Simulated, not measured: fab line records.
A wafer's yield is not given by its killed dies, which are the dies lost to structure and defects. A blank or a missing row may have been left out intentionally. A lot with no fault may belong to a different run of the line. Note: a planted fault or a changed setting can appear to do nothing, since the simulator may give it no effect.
Chamber matching | flow n5_finfet | rie_diel-06 running N5_BEOL_M1_ETCH_70: 4 sister chambers
The step etches SOC in N2/H2, target depth 80 nm, overetch 16 nm, time 120 s. 4 wafers are shown with their chamber, then 7 later ones without.

## WAFERS WITH THEIR CHAMBER
wafer  | chamber | drypump_motor_current_A (A)
L074.5 | 2       | 5.34
L086.5 | 3       | 5.89
L087.3 | 1       | 5.64
L087.4 | 0       | 5.58

## WAFERS MISSING THEIR CHAMBER
wafer  | drypump_motor_current_A (A)
L087.6 | 5.65
L095.4 | 5.35
L095.5 | 5.35
L095.6 | 5.88
L097.2 | 5.58
L097.3 | 5.37
L097.5 | 5.89

## WHICH CHAMBER EACH ONE RAN IN
wafer  | from the rows above | in truth
L087.6 | 1                   | 1
L095.4 | 2                   | 2
L095.5 | 2                   | 2
L095.6 | 3                   | 3
L097.2 | 0                   | 0
L097.3 | 2                   | 2
L097.5 | 3                   | 3
7 of 7 placed correctly. Not placeable from these rows: 0. 0 placed wrongly.
How it was worked out, from the rows above alone: a wafer's distance from a chamber is the root of the sum, over the readings, of the square of ((its reading less the chamber's mean) divided by the reading's scatter). If the next closest chamber is less than 2 further off than the closest, the wafer can't be placed; otherwise it belongs to the closest. For every chamber, the mean is computed from those of its wafers that are shown. The scatter (one wafer shown for each chamber): square how far every hidden wafer sits from the nearest shown wafer, average those squares and take the square root.
